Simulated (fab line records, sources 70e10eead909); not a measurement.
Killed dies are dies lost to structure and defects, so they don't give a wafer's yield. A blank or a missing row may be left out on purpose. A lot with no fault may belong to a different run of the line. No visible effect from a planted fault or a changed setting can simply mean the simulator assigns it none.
fab line records -- flow nandHarc
[record] lots = 10, wafers = 30, lastDay = 33
route steps=1302 shown A_CHANNEL_HOLE_D2@592 END@1302
lots with no fault: from the same line, run without faults
startH: start of the lot's first displayed wafer, in hours after the record's first day -- waitH: time in hours since the lot's previous step -- " unchanged from the row above -- L1.1+2: one row covering several wafers at once -- - no value, or no start was given -- * or withheld: withheld -- < > ~ a bound
route shown NAME@n: a module of which the file shows steps, and the number in the route of the first -- usual: mean and standard deviation over wafers with no fault -- same: alike in all rows -- chamber/n: place in a boat -- sites: per-site readings -- _std_site: how widely they spread, as a standard deviation -- _edge_site: outer sites' mean less inner sites' -- radiusMm: how far each site lies from the wafer's centre -- mask NAME#n: copy n -- behind: the last tool/chamber to shape the wafer -- hold: what put the lot on hold/how long, in hours/how the hold closed -- device: the n, p or np transistor that did not switch -- end of line: the same wafers' tests at the end of the route -- a step given without rows: its recipe and nothing more -- killed: not the wafer's yield, but the dies lost to structure and defects at the first sort -- map: a wafer's dies, x killed, . not, _ none there
set.NAME: the setting the step ran with; set.NAME@STEP: the setting that earlier step ran with -- model.NAME: the simulator's own value behind a step, which no gauge read
one table for each step of the route and one row for each wafer, over a sample of lots
services: when a tool's chamber went out of use (startH, in hours from the record's first day, below 0 if earlier), for how many hours, and the reason
[[steps]]
[step NHARC_A_CHANNEL_HOLE_D2_ETCH_20]
[recipe] biasV = 3000, sourceW = withheld, pressureMtorr = 20, timeS = 361.9, arFlowSccm = 375, c4f8FlowSccm = 89.3, o2FlowSccm = 35.7, tempC = -20, targetDepthA = 16000, chemistry = C4F8/O2/Ar
[usual] c4f8FlowSccm = 89.28/0.26, chamberPressureMTorr = 19.999/0.019, drypumpMotorCurrentA = 5.5/0.41, heBacksideLeakSccm = 6.1/0.86, o2FlowSccm = 35.70/0.11, showerheadPlenumPTorr = 3.64/0.14, throttleValvePct = 32.154/0.0096
lot.wafer,tool,chamber,startH,waitH,c4f8FlowSccm,chamberPressureMTorr,drypumpMotorCurrentA,heBacksideLeakSccm,o2FlowSccm,rfHoursCounterH,showerheadPlenumPTorr,throttleValvePct
L411.1,harEtch-02,1,331.71,0.1,89.25,19.976,5.8,6.4,35.66,378,3.55,32.163
L411.3,harEtch-02,0,331.71,0.1,89.19,19.999,5.1,6.1,35.90,-,3.72,32.136
L411.6,harEtch-02,0,331.71,0.1,89.66,19.972,5.1,5.9,35.84,-,3.72,32.155
L410.4,harEtch-01,1,332.22,0.2,89.31,19.984,6.1,7.6,35.76,-,3.69,32.163
L410.6,harEtch-01,1,332.22,0.2,89.22,19.965,6.1,6.0,35.95,-,3.69,32.149
L410.5,harEtch-01,0,332.22,0.2,89.50,20.010,5.3,7.0,35.98,-,3.48,32.137
L414.1,harEtch-01,1,366.17,0.1,89.37,20.005,6.1,5.9,35.67,187,3.68,32.144
L414.4,harEtch-01,0,366.17,0.1,89.36,19.968,5.2,6.7,35.78,-,3.47,32.146
L414.6,harEtch-01,1,366.17,0.1,89.48,20.000,6.1,6.1,35.69,-,3.68,32.146
L415.1,harEtch-02,1,371.51,0.1,89.83,19.971,5.7,6.4,35.36,405,3.53,32.150
L415.3,harEtch-02,1,371.51,0.1,89.73,19.972,5.7,6.3,35.54,-,3.53,32.139
L415.5,harEtch-02,1,371.51,0.1,89.90,20.005,5.8,9.2,35.56,-,3.53,32.153
L416.2,harEtch-01,1,395.85,0.1,89.28,20.026,6.1,5.6,35.64,198,3.67,32.149
L416.1,harEtch-01,0,395.85,0.1,88.74,20.015,5.2,7.1,35.92,198,3.47,32.156
L416.6,harEtch-01,1,395.85,0.1,89.46,20.023,6.1,5.6,35.63,-,3.67,32.160
L417.1,harEtch-02,0,414.62,0.1,89.38,19.995,5.1,4.9,35.72,8,3.70,32.157
L417.6,harEtch-02,0,414.62,0.1,89.39,19.999,5.1,5.1,35.53,-,3.70,32.168
L417.5,harEtch-02,1,414.62,0.1,89.03,20.026,5.7,5.1,35.84,-,3.93,32.139
L420.1,harEtch-02,1,434.00,0.1,89.05,20.038,5.8,5.2,35.54,19,3.92,32.175
L420.5,harEtch-02,1,434.00,0.1,89.27,19.986,5.7,5.0,35.68,-,3.92,32.154
L420.6,harEtch-02,0,434.00,0.1,89.12,19.979,5.1,5.1,35.54,-,3.69,32.172
L429.1,harEtch-02,0,522.51,0.1,89.26,20.002,5.1,5.2,35.77,72,3.66,32.162
L429.2,harEtch-02,1,522.51,0.1,89.26,20.010,5.8,5.2,35.62,72,3.89,32.137
L429.5,harEtch-02,1,522.51,0.1,89.34,19.991,5.7,5.2,35.55,-,3.89,32.134
L428.3,harEtch-01,0,525.93,0.2,89.41,20.000,5.2,7.2,35.60,-,3.43,32.156
L428.6,harEtch-01,1,525.93,0.2,89.23,20.014,6.0,6.5,35.52,-,3.63,32.154
L428.5,harEtch-01,0,525.93,0.2,89.82,20.008,5.2,7.1,35.75,-,3.43,32.154
L430.3,harEtch-02,1,535.48,0.2,88.39,19.986,5.7,10.3,35.59,-,3.89,32.167
L430.4,harEtch-02,0,535.48,0.2,88.81,20.018,5.1,5.2,35.75,-,3.66,32.158
L430.5,harEtch-02,0,535.48,0.2,89.00,20.011,5.1,5.4,35.68,-,3.66,32.147
[step NHARC_A_CHANNEL_HOLE_D2_ETCH_25]
[recipe] biasV = 5000, sourceW = withheld, pressureMtorr = 20, timeS = 1040.2, arFlowSccm = 375, c4f8FlowSccm = 93.8, o2FlowSccm = 31.2, tempC = -20, targetDepthA = 15000, chemistry = C4F8/O2/Ar
[usual] c4f8FlowSccm = 93.78/0.3, chamberPressureMTorr = 20.002/0.019, drypumpMotorCurrentA = 5.5/0.41, heBacksideLeakSccm = 6.1/0.7, o2FlowSccm = 31.21/0.11, showerheadPlenumPTorr = 3.64/0.14, throttleValvePct = 32.235/0.009
lot.wafer,tool,chamber,startH,waitH,c4f8FlowSccm,chamberPressureMTorr,drypumpMotorCurrentA,heBacksideLeakSccm,o2FlowSccm,rfHoursCounterH,showerheadPlenumPTorr,throttleValvePct
L411.1,harEtch-02,1,334.60,0.7,93.87,20.011,5.8,6.2,31.06,381,3.54,32.226
L411.3,harEtch-02,0,334.60,0.7,93.96,19.978,5.1,5.6,31.18,-,3.72,32.234
L411.6,harEtch-02,0,334.60,0.7,94.31,19.988,5.0,6.1,31.02,-,3.72,32.243
L410.4,harEtch-01,1,335.20,0.7,93.53,20.021,6.1,6.0,31.20,-,3.68,32.231
L410.6,harEtch-01,1,335.20,0.7,93.38,20.005,6.1,5.5,31.17,-,3.68,32.210
L410.5,harEtch-01,0,335.20,0.7,93.35,19.978,5.2,7.0,31.30,-,3.48,32.238
L414.1,harEtch-01,1,369.04,0.7,93.58,20.028,6.1,5.4,31.21,190,3.67,32.222
L414.4,harEtch-01,0,369.04,0.7,93.63,19.970,5.3,6.3,31.25,-,3.47,32.242
L414.6,harEtch-01,1,369.04,0.7,93.51,20.023,6.1,5.8,31.23,-,3.67,32.239
L415.1,harEtch-02,1,374.40,0.7,93.67,20.002,5.8,6.2,31.42,408,3.53,32.243
L415.3,harEtch-02,1,374.40,0.7,93.91,19.982,5.8,6.3,31.37,-,3.53,32.227
L415.5,harEtch-02,1,374.40,0.7,93.34,19.991,5.8,6.4,31.32,-,3.53,32.248
L416.2,harEtch-01,1,398.64,0.6,94.50,20.009,6.1,6.0,31.30,201,3.67,32.232
L416.1,harEtch-01,0,398.64,0.6,93.16,19.976,5.2,6.0,31.10,201,3.46,32.230
L416.6,harEtch-01,1,398.64,0.6,94.39,20.027,6.1,6.0,31.23,-,3.67,32.238
L417.1,harEtch-02,0,417.40,0.6,-,-,-,-,-,-,-,-
L417.6,harEtch-02,0,417.40,0.6,-,-,-,-,-,-,-,-
L417.5,harEtch-02,1,417.40,0.6,-,-,-,-,-,-,-,-
L420.1,harEtch-02,1,436.79,0.6,-,-,-,-,-,-,-,-
L420.5,harEtch-02,1,436.79,0.6,-,-,-,-,-,-,-,-
L420.6,harEtch-02,0,436.79,0.6,-,-,-,-,-,-,-,-
L429.1,harEtch-02,0,525.30,0.6,93.79,19.994,5.1,5.6,31.15,75,3.66,32.248
L429.2,harEtch-02,1,525.30,0.6,93.63,19.977,5.8,5.4,31.28,75,3.89,32.228
L429.5,harEtch-02,1,525.30,0.6,94.12,20.008,5.7,5.3,31.27,-,3.89,32.230
L428.3,harEtch-01,0,529.02,0.7,93.86,19.984,5.3,7.9,31.23,-,3.42,32.231
L428.6,harEtch-01,1,529.02,0.7,94.06,19.985,6.1,6.3,31.25,-,3.63,32.246
L428.5,harEtch-01,0,529.02,0.7,93.80,19.993,5.3,7.6,31.27,-,3.42,32.240
L430.3,harEtch-02,1,538.47,0.7,94.04,20.038,5.8,5.6,31.15,-,3.88,32.219
L430.4,harEtch-02,0,538.47,0.7,93.71,20.030,5.1,5.1,31.15,-,3.65,32.243
L430.5,harEtch-02,0,538.47,0.7,93.75,19.971,5.1,5.2,31.21,-,3.65,32.228
[step NHARC_A_CHANNEL_HOLE_D2_ETCH_26]
[recipe] biasV = 300, sourceW = 2000, pressureMtorr = 30, timeS = 224.1, arFlowSccm = 375, c4f8FlowSccm = 11.4, o2FlowSccm = 113.6, tempC = -20, targetDepthA = 3000, chemistry = C4F8/O2/Ar
[usual] biasV = 299.6/3, c4f8FlowSccm = 11.41/0.035, drypumpMotorCurrentA = 5.5/0.41, heBacksideLeakSccm = 6.1/0.84, o2FlowSccm = 113.6/0.35, showerheadPlenumPTorr = 3.69/0.15, throttleValvePct = 24.584/0.0093
lot.wafer,tool,chamber,startH,waitH,biasV,c4f8FlowSccm,drypumpMotorCurrentA,heBacksideLeakSccm,o2FlowSccm,rfHoursCounterH,showerheadPlenumPTorr,throttleValvePct
L411.1,harEtch-02,1,335.37,0.6,300.2,11.42,5.8,6.5,113.6,382,3.58,24.588
L411.3,harEtch-02,0,335.37,0.6,299.4,11.45,5.0,6.0,113.5,-,3.77,24.581
L411.6,harEtch-02,0,335.37,0.6,302.9,11.41,5.1,6.0,113.8,-,3.77,24.591
L410.4,harEtch-01,1,335.86,0.5,303.2,11.39,6.1,5.4,114.1,-,3.73,24.580
L410.6,harEtch-01,1,335.86,0.5,300.6,11.42,6.1,5.4,113.5,-,3.73,24.586
L410.5,harEtch-01,0,335.86,0.5,292.8,11.42,5.2,6.0,113.9,-,3.52,24.601
L414.1,harEtch-01,1,369.81,0.6,294.5,11.40,6.1,6.1,113.8,190,3.72,24.580
L414.4,harEtch-01,0,369.81,0.6,301.7,11.39,5.2,7.3,113.5,-,3.51,24.586
L414.6,harEtch-01,1,369.81,0.6,298.8,11.32,6.1,6.0,113.6,-,3.72,24.577
L415.1,harEtch-02,1,375.16,0.6,302.3,11.44,5.8,6.4,113.8,408,3.57,24.572
L415.3,harEtch-02,1,375.16,0.6,302.1,11.38,5.8,6.5,113.6,-,3.57,24.561
L415.5,harEtch-02,1,375.16,0.6,303.0,11.39,5.8,6.4,113.5,-,3.57,24.574
L416.2,harEtch-01,1,399.52,0.7,299.8,11.37,6.1,6.1,114.5,202,3.71,24.589
L416.1,harEtch-01,0,399.52,0.7,305.4,11.40,5.2,6.5,113.5,202,3.50,24.599
L416.6,harEtch-01,1,399.52,0.7,299.9,11.39,6.1,6.0,113.9,-,3.71,24.582
L417.1,harEtch-02,0,418.27,0.7,297.7,11.47,5.0,5.1,113.9,11,3.74,24.588
L417.6,harEtch-02,0,418.27,0.7,300.1,11.47,5.0,5.2,113.7,-,3.74,24.564
L417.5,harEtch-02,1,418.27,0.7,301.6,11.40,5.8,5.0,112.9,-,3.99,24.590
L420.1,harEtch-02,1,437.65,0.7,303.5,11.40,5.8,5.3,113.1,23,3.98,24.600
L420.5,harEtch-02,1,437.65,0.7,299.6,11.39,5.8,5.1,113.3,-,3.98,24.589
L420.6,harEtch-02,0,437.65,0.7,300.4,11.41,5.1,5.1,114.1,-,3.74,24.605
L429.1,harEtch-02,0,526.16,0.7,301.2,11.34,5.1,5.3,113.4,76,3.70,24.588
L429.2,harEtch-02,1,526.16,0.7,301.3,11.41,5.8,5.3,113.6,76,3.95,24.598
L429.5,harEtch-02,1,526.16,0.7,296.8,11.43,5.7,5.5,113.3,-,3.95,24.573
L428.3,harEtch-01,0,529.56,0.4,295.9,11.46,5.2,7.9,113.7,-,3.46,24.588
L428.6,harEtch-01,1,529.56,0.4,300.5,11.43,6.1,6.3,113.9,-,3.67,24.584
L428.5,harEtch-01,0,529.56,0.4,294.9,11.41,5.2,7.2,114.0,-,3.46,24.585
L430.3,harEtch-02,1,539.12,0.5,300.5,11.43,5.7,5.2,113.8,-,3.94,24.597
L430.4,harEtch-02,0,539.12,0.5,292.8,11.43,5.1,5.1,113.2,-,3.70,24.599
L430.5,harEtch-02,0,539.12,0.5,294.2,11.43,5.1,5.1,114.0,-,3.70,24.590
[step NHARC_A_CHANNEL_HOLE_D2_CD_MEAS_31]
[usual] cdNm = 89.4/1.3
lot.wafer,tool,chamber,startH,waitH,cdNm
L411.1,cdSem-03,-,337.54,-,90.0
L411.3,cdSem-03,-,337.54,-,88.4
L411.6,cdSem-03,-,337.54,-,89.3
L410.4,cdSem-01,-,337.54,-,89.3
L410.5,cdSem-01,-,337.54,-,89.5
L410.6,cdSem-01,-,337.54,-,89.9
L414.1,cdSem-01,-,371.52,-,90.0
L414.4,cdSem-01,-,371.52,-,90.3
L414.6,cdSem-01,-,371.52,-,89.4
L415.1,cdSem-01,-,376.87,-,89.8
L415.3,cdSem-01,-,376.87,-,88.5
L415.5,cdSem-01,-,376.87,-,90.0
L416.1,cdSem-01,-,401.27,-,91.5
L416.2,cdSem-01,-,401.27,-,88.9
L416.6,cdSem-01,-,401.27,-,90.5
L417.1,cdSem-03,-,420.01,-,-0.2
L417.5,cdSem-03,-,420.01,-,1.4
L417.6,cdSem-03,-,420.01,-,0.8
L420.1,cdSem-03,-,439.38,-,0.0
L420.5,cdSem-03,-,439.38,-,-0.1
L420.6,cdSem-03,-,439.38,-,0.5
L429.1,cdSem-03,-,528.05,-,90.8
L429.2,cdSem-03,-,528.05,-,90.6
L429.5,cdSem-03,-,528.05,-,89.2
L428.3,cdSem-02,-,531.37,-,89.6
L428.5,cdSem-02,-,531.37,-,91.7
L428.6,cdSem-02,-,531.37,-,88.8
L430.3,cdSem-01,-,540.80,-,87.9
L430.4,cdSem-01,-,540.80,-,89.6
L430.5,cdSem-01,-,540.80,-,89.0
[step NHARC_A_CHANNEL_HOLE_D2_XSEM_32]
[recipe] landingEnergyEv = 35000
[usual] botCdNm = 73.8/1.4, bowNm = 8.61/0.29, tiltDeg = 0.07/0.031
lot.wafer,tool,chamber,startH,waitH,botCdNm,bowNm,tiltDeg
L410.4,xsem-01,0,337.63,0.1,73.2,8.51,0.10
L410.5,xsem-01,0,337.63,0.1,73.3,8.44,0.10
L410.6,xsem-01,0,337.63,0.1,73.0,8.40,0.10
L411.1,xsem-02,0,337.63,0.1,74.0,8.40,0.12
L411.3,xsem-02,0,337.63,0.1,73.6,8.47,0.12
L411.6,xsem-02,0,337.63,0.1,74.2,8.37,0.12
L414.1,xsem-02,0,371.61,0.1,73.3,8.66,0.09
L414.4,xsem-02,0,371.61,0.1,74.5,8.62,0.09
L414.6,xsem-02,0,371.61,0.1,73.6,8.62,0.09
L415.1,xsem-02,0,376.96,0.1,75.5,9.37,0.07
L415.3,xsem-02,0,376.96,0.1,74.5,9.34,0.07
L415.5,xsem-02,0,376.96,0.1,75.1,9.33,0.07
L416.1,xsem-01,0,401.36,0.1,74.9,8.91,0.13
L416.2,xsem-01,0,401.36,0.1,73.1,8.84,0.13
L416.6,xsem-01,0,401.36,0.1,74.3,8.80,0.13
L417.1,xsem-01,0,420.10,0.1,0.0,0.97,0.09
L417.5,xsem-01,0,420.10,0.1,1.1,0.98,0.09
L417.6,xsem-01,0,420.10,0.1,0.0,0.98,0.09
L420.1,xsem-01,0,439.47,0.1,0.2,0.35,0.04
L420.5,xsem-01,0,439.47,0.1,0.5,0.36,0.04
L420.6,xsem-01,0,439.47,0.1,0.7,0.35,0.04
L429.1,xsem-02,0,528.14,0.1,75.3,8.58,0.03
L429.2,xsem-02,0,528.14,0.1,74.7,8.62,0.03
L429.5,xsem-02,0,528.14,0.1,74.1,8.52,0.03
L428.3,xsem-01,0,531.46,0.1,74.4,8.64,0.02
L428.5,xsem-01,0,531.46,0.1,75.6,8.55,0.02
L428.6,xsem-01,0,531.46,0.1,73.3,8.58,0.02
L430.3,xsem-01,0,540.89,0.1,72.8,8.51,0.02
L430.4,xsem-01,0,540.89,0.1,74.8,8.52,0.02
L430.5,xsem-01,0,540.89,0.1,74.0,8.50,0.02
[step NHARC_A_CHANNEL_HOLE_D2_INSPECT_40]
[usual] rawDefectCount = 295/88
lot.wafer,tool,chamber,startH,waitH,rawDefectCount
L410.4,defectInspect-01,-,337.72,-,197
L410.5,defectInspect-01,-,337.72,-,223
L410.6,defectInspect-01,-,337.72,-,234
L411.1,defectInspect-02,-,337.73,-,340
L411.3,defectInspect-02,-,337.73,-,399
L411.6,defectInspect-02,-,337.73,-,303
L414.1,defectInspect-01,-,371.71,-,379
L414.4,defectInspect-01,-,371.71,-,550
L414.6,defectInspect-01,-,371.71,-,421
L415.1,defectInspect-02,-,377.06,-,340
L415.3,defectInspect-02,-,377.06,-,311
L415.5,defectInspect-02,-,377.06,-,327
L416.1,defectInspect-01,-,401.46,-,343
L416.2,defectInspect-01,-,401.46,-,303
L416.6,defectInspect-01,-,401.46,-,515
L417.1,defectInspect-02,-,420.19,-,195
L417.5,defectInspect-02,-,420.19,-,173
L417.6,defectInspect-02,-,420.19,-,326
L420.1,defectInspect-01,-,439.56,-,327
L420.5,defectInspect-01,-,439.56,-,250
L420.6,defectInspect-01,-,439.56,-,237
L429.1,defectInspect-02,-,528.24,-,249
L429.2,defectInspect-02,-,528.24,-,278
L429.5,defectInspect-02,-,528.24,-,157
L428.3,defectInspect-01,-,531.55,-,374
L428.5,defectInspect-01,-,531.55,-,353
L428.6,defectInspect-01,-,531.55,-,221
L430.3,defectInspect-01,-,540.98,-,340
L430.4,defectInspect-01,-,540.98,-,183
L430.5,defectInspect-01,-,540.98,-,179
[step NHARC_END_SORT_01]
[recipe] tempC = 25
[usual] killedAtArray = 54/21, killedAtOther = 0.9/1.1, killedAtPeriphery = 3.5/2.5, killedDies = 58/21, killedOpen = 3.3/1.9, killedShort = 2.6/1.8
[same] grossDies = 677
lot.wafer,tool,chamber,startH,waitH,killedAtArray,killedAtOther,killedAtPeriphery,killedDies,killedOpen,killedShort
L417.1,prober-01,0,674.43,2.5,672,0,5,677,6,3
L417.5,prober-01,0,677.66,3.7,673,0,4,677,2,2
L417.6,prober-01,0,678.46,4.0,672,0,5,677,5,4
L420.1,prober-01,0,705.48,2.5,670,2,5,677,1,1
L420.5,prober-01,0,708.70,3.7,664,0,13,677,5,1
L420.6,prober-01,0,709.50,4.0,670,1,6,677,6,5
// killed by level:class
L417.1 A_CHANNEL_HOLE_D2:areaEtch=621 A_CHANNEL_HOLE_D1:chamberFilmFlake=33 A_CONTACT:chamberFilmFlake=5 A_CHANNEL_HOLE_D2:geometricParticle:open=3 A_CHANNEL_HOLE_D2:geometricParticle:short=2 P_ZERO_WELL:chamberFilmFlake=2 A_STAIRCASE:chamberFilmFlake=2 P_GATE:geometricParticle:open=1
L417.5 A_CHANNEL_HOLE_D2:areaEtch=635 A_CHANNEL_HOLE_D1:chamberFilmFlake=21 A_CONTACT:chamberFilmFlake=6 A_SLIT:chamberFilmFlake=5 A_CHANNEL_FILL_D2:chamberFilmFlake=3 P_CONTACT:geometricParticle:short=1 P_M0:geometricParticle:open=1 A_CHANNEL_HOLE_D2:geometricParticle:open=1
L417.6 A_CHANNEL_HOLE_D2:areaEtch=628 A_CHANNEL_HOLE_D1:chamberFilmFlake=29 A_SLIT:chamberFilmFlake=3 A_WL_FILL:chamberFilmFlake=3 A_CHANNEL_HOLE_D2:geometricParticle:short=2 A_STAIRCASE:chamberFilmFlake=2 P_M0:geometricParticle:open=1 P_M1:geometricParticle:short=1
L420.1 A_CHANNEL_HOLE_D2:areaEtch=612 A_CHANNEL_HOLE_D1:chamberFilmFlake=42 A_SLIT:chamberFilmFlake=5 P_M1:chamberFilmFlake=3 A_CHANNEL_FILL_D2:chamberFilmFlake=2 A_WL_FILL:chamberFilmFlake=2 A_CONTACT:chamberFilmFlake=2 THIN_TSV:chamberFilmFlake=2
L420.5 A_CHANNEL_HOLE_D2:areaEtch=611 A_CHANNEL_HOLE_D1:chamberFilmFlake=30 A_CONTACT:chamberFilmFlake=8 P_M1:chamberFilmFlake=6 P_BONDPAD:chamberFilmFlake=3 A_STAIRCASE:chamberFilmFlake=3 A_SLIT:chamberFilmFlake=3 P_M2:chamberFilmFlake=2
L420.6 A_CHANNEL_HOLE_D2:areaEtch=614 A_CHANNEL_HOLE_D1:chamberFilmFlake=36 A_CHANNEL_FILL_D2:chamberFilmFlake=4 P_M1:chamberFilmFlake=3 A_ONON_D1:geometricParticle:short=2 A_WL_FILL:geometricParticle:open=2 A_CONTACT:chamberFilmFlake=2 P_M0:geometricParticle:open=1
[[services]]
tool,chamber,startH,hours,kind
xsem-01,-,374.00,14.0,pm
harEtch-02,-,379.67,17.0,pm
harEtch-02,0,379.67,17.0,ventCycle
harEtch-02,1,379.67,17.0,ventCycle
harEtch-02,0,396.67,-,clean
harEtch-02,0,396.67,-,consumableReplace:focusRing
harEtch-02,1,396.67,-,clean
harEtch-02,1,396.67,-,consumableReplace:focusRing
harEtch-02,1,396.67,-,consumableReplace:showerhead
[[key]]
[firstSign] step = NHARC_A_CHANNEL_HOLE_D2_ETCH_25, reading = toolRecord, direction = missing
[effect] step = NHARC_A_CHANNEL_HOLE_D2_CD_MEAS_31, reading = cdNm, direction = down, sigmas = 67, usual = 89.4, struck = 0.4
[effect] step = NHARC_A_CHANNEL_HOLE_D2_XSEM_32, reading = botCdNm, direction = down, sigmas = 54, usual = 73.8, struck = 0.4
[effect] step = NHARC_END_SORT_01, reading = killedDies, direction = up, sigmas = 29, usual = 58, struck = 677
[moreKillsBornAt] NHARC_A_CHANNEL_HOLE_D2_ETCH_25@harEtch-02 = 3721
metAt NHARC_A_CHANNEL_HOLE_D2_ETCH_25
struckLots L417,L420
laterRowsLeftOut L417.1,L417.5,L417.6,L420.1,L420.5,L420.6
testerLeftOut L417,L420
notActingAt NHARC_A_CHANNEL_HOLE_D2_ETCH_20,NHARC_A_CHANNEL_HOLE_D2_ETCH_26,NHARC_A_CHANNEL_HOLE_D2_INSPECT_40
onsetBetween 374.40 417.40
[fault] kind = skippedStepWhole, tool = harEtch-02, chamber = -, onsetH = 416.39, steps = NHARC_A_CHANNEL_HOLE_D2_ETCH_25, scope = struckLotsOnly
// testerLeftOut: of these lots the tester's yield and bins aren't shown, on N5 and GAA mostly nor the transistor test; their killed dies are dies lost to structure and defects alone, not to doping, threshold or leakage, so they don't give the yield
// laterRowsLeftOut: the simulator's readings of these wafers behind a module that went badly wrong aren't trusted and aren't shown, but for the sort
